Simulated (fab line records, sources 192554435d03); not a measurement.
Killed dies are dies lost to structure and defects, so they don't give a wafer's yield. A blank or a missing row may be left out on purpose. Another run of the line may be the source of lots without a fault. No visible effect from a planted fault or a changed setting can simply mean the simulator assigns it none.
Lot-split experiment    flow n5Finfet    route with 1938 steps; 7 lots, 21 wafers read

## ON THE SPLIT
At N5_BEOL_M7_TRENCH_ETCH_37 (etches SiCOH lowk in C4F6/O2, target depth 93.478 nm, time 31.2 s), the setting timeS was moved away from the recipe's 31.2 s on 8 of the 21 wafers read, by -20.2% to -9.7%. The other wafers ran this setting at the recipe's value.

## FROM THE SPLIT TO THE READING: what the file shows between them, 11 steps
- N5_BEOL_M7_ETCH_41: etches SiCN in CH3F/O2, target depth 31.9 nm, time 57.8 s
- N5_BEOL_M7_STRIP_80: strips in N2/H2, time 10 s
- N5_BEOL_M7_OCD_MEAS_38
- N5_BEOL_M7_HM_STRIP_39: strips TiN in peroxide tin strip, target depth 25 nm, time 158 s
- N5_BEOL_M7_SRD_40: time 30 s
- N5_BEOL_M7_ECD_50: material Cu, target thk 300 nm
- N5_BEOL_M7_ANNEAL_51: time 90 s
- N5_BEOL_M7_CMP_52: polishes, stops on SiCOH lowk, t overpolish 6.9 s, target thk 80 nm
- N5_BEOL_M7_THK_MEAS_53: measures by xrf
- N5_BEOL_M7_PRE_CLEAN_55: time 15 s
- N5_BEOL_M7_DEP_56: deposits SiCN from 3MS/NH3, target thk 10 nm, time 17.5 s

## THE READING
Measured at N5_BEOL_M7_RS_MEAS_57 by four-point probe: M7_RS, in ohm/sq. Fault-free wafers of this fab line usually give 0.288 ohm/sq, standard deviation 0.0077 ohm/sq.

wafer   tool, chamber at the split  timeS as run, s  against the recipe  M7_RS, ohm/sq  against lot-mates on the recipe
L074.1  rieDiel-02, 2               28.16            -9.7%               0.336          +0.050
L074.4  rieDiel-02, 0               31.2             recipe              0.286          -
L074.5  rieDiel-02, 0               28.16            -9.7%               0.325          +0.039
L076.1  rieDiel-04, 3               31.2             recipe              0.295          -
L076.2  rieDiel-04, 1               31.2             recipe              0.273          -
L076.3  rieDiel-04, 0               31.2             recipe              0.287          -
L077.1  rieDiel-02, 0               31.2             recipe              0.293          -
L077.3  rieDiel-02, 2               26.52            -15.0%              0.368          +0.073
L077.6  rieDiel-02, 3               31.2             recipe              0.298          -
L078.2  rieDiel-02, 1               31.2             recipe              0.286          -
L078.3  rieDiel-02, 3               27.66            -11.3%              0.337          +0.051
L078.6  rieDiel-02, 0               27.66            -11.3%              0.337          +0.051
L081.1  rieDiel-05, 1               24.89            -20.2%              0.394          no lot-mate on the recipe
L081.3  rieDiel-05, 3               24.89            -20.2%              0.406          no lot-mate on the recipe
L081.4  rieDiel-05, 2               24.89            -20.2%              0.392          no lot-mate on the recipe
L085.1  rieDiel-05, 0               31.2             recipe              0.303          -
L085.4  rieDiel-05, 2               31.2             recipe              0.297          -
L085.5  rieDiel-05, 2               31.2             recipe              0.301          -
L088.1  rieDiel-05, 1               31.2             recipe              0.281          -
L088.2  rieDiel-05, 0               31.2             recipe              0.293          -
L088.3  rieDiel-05, 2               31.2             recipe              0.296          -

FIT RESULTS
A straight line over all 21 wafers: M7_RS changes by -0.00501 ohm/sq for each +1% of timeS; r = -0.98; the points scatter about the line by 0.0089 ohm/sq.
The same after taking each lot's own level away (the mean of its wafers on the recipe; 18 wafers): -0.00464 ohm/sq for each +1%; r = -0.98; scatter 0.0055 ohm/sq.
The reading moves by 0.094 ohm/sq for the largest change in timeS, on that fit.
Measured against the standard deviation above, the lots' own levels, which go from 0.2850 to 0.3003 ohm/sq, span 2.0 times it.
Hence the lot-to-lot level has little effect on the slope; both slopes agree.
Check: with one of the wafers moved furthest among these (-15.0%) left out of the fit, the line predicts +0.0679 ohm/sq for it against its lot-mates. Against them it came out at +0.0725 ohm/sq.

## ADDITIONAL SPLITS CARRIED BY THESE WAFERS
These wafers also went through other splits before the reading. Each is held against what the fit with the lots' levels taken away leaves over:
other split on the same wafers  wafers away from the commonest value  r with M7_RS (lot level and that fit taken away)
N5_BEOL_M5_ETCH_72 sourceW      5                                     -0.11
N5_BEOL_M5_COAT_74 spinRpm      8                                     +0.14
N5_BEOL_M5_ETCH_68 timeS        7                                     -0.17
N5_BEOL_M5_ETCH_41 sourceW      6                                     -0.30
N5_BEOL_M6_ETCH_62 timeS        8                                     -0.12
N5_BEOL_M6_COAT_22 spinRpm      11                                    -0.13
N5_BEOL_M7_DESCUM_33 timeS      7                                     +0.28

## THE WHOLE CHAIN: every reading that the file lists as answering this split, in the file's order
step                       what it does                                                         reading                                                                      change (the file's fit)                r (the file's)
N5_BEOL_M7_TRENCH_ETCH_37  etches SiCOH lowk in C4F6/O2, target depth 93.478 nm, time 31.2 s    etch.depthNm (the simulator's own value, which no gauge read)                +0.993 nm for each +1% of the setting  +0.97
N5_BEOL_M7_TRENCH_ETCH_37  etches SiCOH lowk in C4F6/O2, target depth 93.478 nm, time 31.2 s    BEOL_M7.featureDepthNm (the simulator's own value, which no gauge read)      +0.992 nm for each +1% of the setting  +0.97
N5_BEOL_M7_OCD_MEAS_38                                                                          trenchDepthNm                                                                +1.02 nm for each +1% of the setting   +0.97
N5_BEOL_M7_CMP_52          polishes, stops on SiCOH lowk, t overpolish 6.9 s, target thk 80 nm  Cu_of_BEOL_M7_ECD_50.thkNm (the simulator's own value, which no gauge read)  +0.91 nm for each +1% of the setting   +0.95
N5_BEOL_M7_THK_MEAS_53     measures by xrf                                                      M7_THK                                                                       +0.891 for each +1% of the setting     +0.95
N5_BEOL_M7_RS_MEAS_57      measures by four-point-probe                                         M7_RS                                                                        -0.0047 for each +1% of the setting    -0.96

## THE FILE'S OWN FIT
M7_RS changes by -0.0047 ohm/sq for each +1% of timeS, r = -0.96.
